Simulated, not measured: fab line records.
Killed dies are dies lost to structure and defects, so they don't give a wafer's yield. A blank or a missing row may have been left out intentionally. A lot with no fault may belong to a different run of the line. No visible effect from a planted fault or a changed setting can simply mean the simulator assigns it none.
Chamber matching | flow n5-finfet | N5_BEOL_M13_ETCH_68 on rie-diel-06 has 4 sister chambers
The step etches SOC in N2/H2, time 355 s. 20 wafers are shown with their chamber, then 10 later ones without.

WAFERS, EACH WITH ITS CHAMBER
wafer  | chamber | showerhead-plenum-p-Torr (Torr) | drypump-motor-current-A (A) | oes-product-au (a.u.)
L079.1 | 0       | 2.42                            | 6.5                         | 0.72
L079.4 | 3       | 2.34                            | 5.9                         | 0.75
L079.6 | 1       | 2.70                            | 6.5                         | 0.86
L081.2 | 1       | 2.70                            | 6.5                         | 0.86
L081.4 | 0       | 2.42                            | 6.5                         | 0.74
L081.6 | 0       | 2.42                            | 6.5                         | 0.73
L080.1 | 3       | 2.34                            | 5.9                         | 0.74
L080.2 | 2       | 2.47                            | 5.7                         | 0.94
L080.3 | 1       | 2.70                            | 6.5                         | 0.85
L084.1 | 2       | 2.47                            | 5.6                         | 0.93
L084.2 | 1       | 2.70                            | 6.5                         | 0.85
L084.5 | 2       | 2.47                            | 5.6                         | 0.94
L086.2 | 3       | 2.34                            | 5.9                         | 0.74
L086.4 | 1       | 2.70                            | 6.5                         | 0.84
L086.6 | 1       | 2.70                            | 6.5                         | 0.84
L085.4 | 3       | 2.33                            | 5.9                         | 0.74
L085.5 | 0       | 2.42                            | 6.5                         | 0.72
L085.6 | 1       | 2.69                            | 6.5                         | 0.83
L089.1 | 1       | 2.69                            | 6.5                         | 0.82
L089.3 | 3       | 2.33                            | 5.9                         | 0.73

SIGNATURES (means of the wafers above)
reading                  | chamber 0 | chamber 1 | chamber 2 | chamber 3 | scatter within a chamber
showerhead-plenum-p-Torr | 2.4200    | 2.6975    | 2.4700    | 2.3360    | 0.00411
drypump-motor-current-A  | 6.500     | 6.500     | 5.633     | 5.900     | 0.0204
oes-product-au           | 0.7275    | 0.8438    | 0.9367    | 0.7400    | 0.011
Rule: for a wafer and a chamber, the distance is found by dividing, reading by reading, the gap between the wafer's reading and the chamber's mean by the reading's scatter, squaring, summing and taking the root. If the next closest chamber is less than 2 further off than the closest, the wafer can't be placed; otherwise it belongs to the closest. How the scatter is found: for the shown wafers, subtract from each reading the mean of its chamber, square and add these, divide the total by (wafers less chambers), then take the root.

WAFERS WHOSE CHAMBER IS MISSING
wafer  | showerhead-plenum-p-Torr (Torr) | drypump-motor-current-A (A) | oes-product-au (a.u.)
L089.4 | 2.46                            | 5.6                         | 0.92
L091.3 | 2.69                            | 6.5                         | 0.82
L091.4 | 2.46                            | 5.6                         | 0.91
L091.6 | 2.33                            | 5.9                         | 0.73
L092.2 | 2.33                            | 5.9                         | 0.73
L092.4 | 2.41                            | 6.5                         | 0.72
L092.6 | 2.46                            | 5.6                         | 0.89
L097.2 | 2.41                            | 6.5                         | 0.71
L097.4 | 2.33                            | 5.9                         | 0.72
L097.5 | 2.68                            | 6.5                         | 0.82

WHICH CHAMBER EACH ONE RAN IN
wafer  | from the rows above | in truth
L089.4 | 2                   | 2
L091.3 | 1                   | 1
L091.4 | 2                   | 2
L091.6 | 3                   | 3
L092.2 | 3                   | 3
L092.4 | 0                   | 0
L092.6 | 2                   | 2
L097.2 | 0                   | 0
L097.4 | 3                   | 3
L097.5 | 1                   | 1
Correctly placed: 10 of 10. Not placeable from these rows: 0. Placed wrongly: 0.
